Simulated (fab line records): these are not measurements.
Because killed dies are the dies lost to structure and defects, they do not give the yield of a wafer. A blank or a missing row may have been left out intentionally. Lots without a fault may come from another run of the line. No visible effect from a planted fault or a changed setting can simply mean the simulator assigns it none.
What tool caused it? ; flow n5-finfet ; 10 lots, 28 wafers sampled, at 2 steps of a route of 1938

== WHAT THE GAUGES READ, wafer by wafer ==
N5_MOL_CONTACT_COAG_INSPECT_57: inspects for defects (brightfield).
lot;measured;on;raw-defect-count
L752;day 5 02:41;defect-inspect-02;188 155 221
L754;day 5 12:02;defect-inspect-02;259 252 276
L755;day 5 22:43;defect-inspect-01;122 137
L756;day 6 03:34;defect-inspect-01;219 172 213
L763;day 7 21:41;defect-inspect-01;147 203 209
L770;day 9 14:32;defect-inspect-01;161 203 127
L771;day 10 02:44;defect-inspect-01;166 195
L773;day 10 16:40;defect-inspect-01;261 248 157
L774;day 10 20:25;defect-inspect-02;226 278 303
L775;day 10 23:08;defect-inspect-02;198 130 243

== WHAT TOOL EACH LOT RAN ON (gives the tool, then ch and the chambers of the sampled wafers, and finally the start) ==
lot;N5_MOL_CONTACT_COAG_CMP_28
L752;cmp-02 ch 2,3, day 5 00:41
L754;cmp-03 ch 0,1,2, day 5 10:37
L755;cmp-02 ch 1,2, day 5 21:36
L756;cmp-02 ch 0,1,3, day 6 02:09
L763;cmp-01 ch 1,2,3, day 7 20:29
L770;cmp-02 ch 0,1,2, day 9 12:58
L771;cmp-01 ch 0,3, day 10 00:59
L773;cmp-01 ch 1,2,3, day 10 15:16
L774;cmp-01 ch 1,2, day 10 19:01
L775;cmp-01 ch 1,3, day 10 21:52
- N5_MOL_CONTACT_COAG_CMP_28: polishes, stops on SiNx, t overpolish 0.85 s, target thk 14.522 nm.

== THE ANSWER, worked out from the rows above alone ==
Rule: the usual values come from the lots themselves. The widest of any qualifying gaps counts: lots, ordered by their means at a reading, are off when they make up no more than a third of the lots, leave a main group of 4 or more, and stand apart from it by 3 or more times the standard deviation of that group's means. The tables above print the reading to a certain number of digits; a main group whose means all agree to those digits is not used. A lot without any number at a reading at which 4 lots or more have one is off too. All remaining lots with rows at the step are treated as sound.
Nothing can be told from this: no lot is off at any reading shown.

== WHAT THE SIMULATOR PUT IN ==
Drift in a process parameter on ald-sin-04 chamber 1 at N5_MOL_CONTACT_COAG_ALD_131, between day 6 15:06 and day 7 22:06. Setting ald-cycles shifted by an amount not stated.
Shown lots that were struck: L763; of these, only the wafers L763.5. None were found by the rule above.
